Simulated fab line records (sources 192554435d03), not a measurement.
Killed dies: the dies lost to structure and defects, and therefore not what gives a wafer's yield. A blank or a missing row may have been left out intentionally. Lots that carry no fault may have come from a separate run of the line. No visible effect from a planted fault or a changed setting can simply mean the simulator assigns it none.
Chamber matching || flow n5 finfet || rie diel-01 running N5_BEOL_M0_ETCH_138: 4 sister chambers
The step etches SiCN in CH3F/O2, target depth 12 nm, time 31.6 s. 8 wafers are shown with their chamber, then 7 later ones without.

== WAFERS WITH THEIR CHAMBER ==
{"wafer": "L075.4", "chamber": 1, "drypump motor current A (A)": 6.3, "showerhead plenum p Torr (Torr)": 1.97}
{"wafer": "L079.3", "chamber": 2, "drypump motor current A (A)": 5.8, "showerhead plenum p Torr (Torr)": 1.96}
{"wafer": "L083.3", "chamber": 0, "drypump motor current A (A)": 4.8, "showerhead plenum p Torr (Torr)": 1.99}
{"wafer": "L083.6", "chamber": 2, "drypump motor current A (A)": 5.8, "showerhead plenum p Torr (Torr)": 1.96}
{"wafer": "L084.5", "chamber": 3, "drypump motor current A (A)": 6.1, "showerhead plenum p Torr (Torr)": 1.95}
{"wafer": "L084.6", "chamber": 0, "drypump motor current A (A)": 4.9, "showerhead plenum p Torr (Torr)": 1.99}
{"wafer": "L088.1", "chamber": 3, "drypump motor current A (A)": 6.1, "showerhead plenum p Torr (Torr)": 1.94}
{"wafer": "L088.2", "chamber": 1, "drypump motor current A (A)": 6.3, "showerhead plenum p Torr (Torr)": 1.96}

== WAFERS MISSING THEIR CHAMBER ==
{"wafer": "L088.3", "drypump motor current A (A)": 5.8, "showerhead plenum p Torr (Torr)": 1.96}
{"wafer": "L091.1", "drypump motor current A (A)": 4.8, "showerhead plenum p Torr (Torr)": 1.98}
{"wafer": "L091.4", "drypump motor current A (A)": 5.8, "showerhead plenum p Torr (Torr)": 1.96}
{"wafer": "L091.5", "drypump motor current A (A)": 4.8, "showerhead plenum p Torr (Torr)": 1.98}
{"wafer": "L093.2", "drypump motor current A (A)": 6.1, "showerhead plenum p Torr (Torr)": 1.94}
{"wafer": "L093.3", "drypump motor current A (A)": 4.8, "showerhead plenum p Torr (Torr)": 1.98}
{"wafer": "L093.6", "drypump motor current A (A)": 6.3, "showerhead plenum p Torr (Torr)": 1.96}

== THE CHAMBER EACH PASSED THROUGH ==
{"wafer": "L088.3", "from the rows above": 2, "in truth": 2}
{"wafer": "L091.1", "from the rows above": 0, "in truth": 0}
{"wafer": "L091.4", "from the rows above": 2, "in truth": 2}
{"wafer": "L091.5", "from the rows above": 0, "in truth": 0}
{"wafer": "L093.2", "from the rows above": 3, "in truth": 3}
{"wafer": "L093.3", "from the rows above": 0, "in truth": 0}
{"wafer": "L093.6", "from the rows above": 1, "in truth": 1}
Correctly placed: 7 of 7. Number that these rows cannot place: 0. Wrongly placed: 0.
How it was worked out, from the rows above alone: a wafer's distance from a chamber is the root of the sum, over the readings, of the square of ((its reading less the chamber's mean) divided by the reading's scatter). The wafer belongs to the nearest chamber; if the next one is less than 2 further off, it can't be placed. Each chamber's mean is taken over the wafers shown for it. The scatter: take each reading less its chamber's mean, square it, sum over the shown wafers, divide by the number of wafers less the number of chambers, and take the root.
